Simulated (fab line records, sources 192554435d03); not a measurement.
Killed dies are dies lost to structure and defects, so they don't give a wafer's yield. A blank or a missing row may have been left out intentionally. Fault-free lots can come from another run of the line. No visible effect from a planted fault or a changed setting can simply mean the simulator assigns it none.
Chamber matching | flow n5-finfet | 4 sister chambers for N5_MOL_CONTACT_COAG_ETCHBACK_134 on rie-diel-02
The step etches SiO2 in CHF3, target depth 10 nm, time 6.7 s. 16 wafers are shown with their chamber, then 8 later ones without.

## WAFERS WITH THEIR CHAMBER
wafer  | chamber | showerhead-plenum-p-Torr (Torr) | throttle-valve-pct (%) | oes-product-au (a.u.)
L080.1 | 1       | 2.31                            | 18.60                  | 0.79
L080.3 | 0       | 2.39                            | 18.61                  | 0.74
L080.6 | 1       | 2.31                            | 18.62                  | 0.80
L081.3 | 0       | 2.39                            | 18.63                  | 0.74
L081.4 | 2       | 2.26                            | 18.98                  | 0.70
L081.5 | 0       | 2.39                            | 18.64                  | 0.74
L084.1 | 0       | 2.38                            | 18.66                  | 0.74
L084.3 | 2       | 2.26                            | 19.00                  | 0.69
L084.6 | 1       | 2.31                            | 18.61                  | 0.79
L085.1 | 3       | 2.46                            | 18.67                  | 0.69
L085.2 | 0       | 2.38                            | 18.63                  | 0.74
L085.6 | 2       | 2.26                            | 19.01                  | 0.69
L090.2 | 1       | 2.30                            | 18.65                  | 0.78
L090.3 | 0       | 2.38                            | 18.65                  | 0.74
L090.4 | 3       | 2.46                            | 18.66                  | 0.69
L092.2 | 3       | 2.46                            | 18.68                  | 0.68

SIGNATURES (means of the wafers above)
reading                  | chamber 0 | chamber 1 | chamber 2 | chamber 3 | scatter within a chamber
showerhead-plenum-p-Torr | 2.3850    | 2.3075    | 2.2600    | 2.4600    | 0.00433
throttle-valve-pct       | 18.6367   | 18.6200   | 18.9967   | 18.6700   | 0.0173
oes-product-au           | 0.7400    | 0.7900    | 0.6933    | 0.6867    | 0.00527
Rule: for a wafer and a chamber, the distance is found by dividing, reading by reading, the gap between the wafer's reading and the chamber's mean by the reading's scatter, squaring, summing and taking the root. If the next closest chamber is less than 2 further off than the closest, the wafer can't be placed; otherwise it belongs to the closest. How the scatter is found: for the shown wafers, subtract from each reading the mean of its chamber, square and add these, divide the total by (wafers less chambers), then take the root.

## WAFERS WITH NO CHAMBER GIVEN
wafer  | showerhead-plenum-p-Torr (Torr) | throttle-valve-pct (%) | oes-product-au (a.u.)
L092.5 | 2.25                            | 19.02                  | 0.69
L092.6 | 2.30                            | 18.65                  | 0.79
L095.2 | 2.25                            | 19.03                  | 0.67
L095.3 | 2.30                            | 18.67                  | 0.77
L095.5 | 2.37                            | 18.68                  | 0.72
L096.1 | 2.29                            | 18.67                  | 0.76
L096.3 | 2.37                            | 18.69                  | 0.72
L096.5 | 2.29                            | 18.68                  | 0.76

## THE CHAMBER EACH PASSED THROUGH
wafer  | from the rows above | in truth
L092.5 | 2                   | 2
L092.6 | 1                   | 1
L095.2 | 2                   | 2
L095.3 | 1                   | 1
L095.5 | 0                   | 0
L096.1 | 1                   | 1
L096.3 | 0                   | 0
L096.5 | 1                   | 1
8 of 8 placed correctly. From these rows, 0 cannot be placed. Placed wrongly: 0.
